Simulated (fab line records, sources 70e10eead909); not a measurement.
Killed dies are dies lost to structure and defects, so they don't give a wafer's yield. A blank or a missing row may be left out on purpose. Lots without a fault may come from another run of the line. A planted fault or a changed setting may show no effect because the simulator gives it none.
Chamber matching | flow nand_harc | NHARC_P_CONTACT_CMP_24 on cmp-01: 4 sister chambers
The step polishes, t overpolish 30 s, target thk 200 nm. 8 wafers are shown with their chamber, then 12 later ones without.

WAFERS WITH THEIR CHAMBER
wafer  | chamber | time_to_endpoint_s (s) | motor_current_A (A)
L092.1 | 1       | 43                     | 9.7
L092.3 | 0       | 35                     | 10.8
L092.5 | 1       | 43                     | 10.1
L092.2 | 3       | 35                     | 11.5
L092.6 | 0       | 37                     | 11.6
L093.1 | 2       | 35                     | 12.0
L093.2 | 3       | 35                     | 11.4
L093.5 | 2       | 36                     | 12.0

WAFERS WITHOUT THEIR CHAMBER
wafer  | time_to_endpoint_s (s) | motor_current_A (A)
L094.1 | 45                     | 9.9
L094.2 | 35                     | 11.8
L094.3 | 32                     | 11.8
L096.1 | 36                     | 11.9
L096.4 | 43                     | 9.6
L096.6 | 33                     | 11.8
L096.2 | 31                     | 11.2
L096.3 | 33                     | 11.1
L096.5 | 42                     | 10.0
L097.1 | 33                     | 10.8
L097.3 | 40                     | 9.8
L097.5 | 34                     | 11.9

WHICH CHAMBER EACH WENT THROUGH
wafer  | from the rows above          | in truth
L094.1 | 1                            | 1
L094.2 | can't be placed: 2 or 3 or 0 | 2
L094.3 | can't be placed: 3 or 2 or 0 | 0
L096.1 | can't be placed: 2 or 3 or 0 | 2
L096.4 | 1                            | 1
L096.6 | can't be placed: 3 or 2 or 0 | 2
L096.2 | can't be placed: 3 or 2 or 0 | 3
L096.3 | can't be placed: 3 or 0 or 2 | 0
L096.5 | 1                            | 1
L097.1 | can't be placed: 3 or 0 or 2 | 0
L097.3 | 1                            | 1
L097.5 | can't be placed: 3 or 2 or 0 | 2
Placed correctly: 4 of 12. Can't be placed from these rows: 8 (the true chamber is among the candidates in 8). Placed wrongly: 0.
How it was worked out, from the rows above alone: a wafer's distance from a chamber is the root of the sum, over the readings, of the square of ((its reading less the chamber's mean) divided by the reading's scatter). The wafer belongs to the nearest chamber; if the next one is less than 2 further off, it can't be placed. A chamber's mean is the mean of its shown wafers. The scatter: the root of (the sum of the squares of (reading less its chamber's mean) over the shown wafers, divided by (wafers less chambers)).
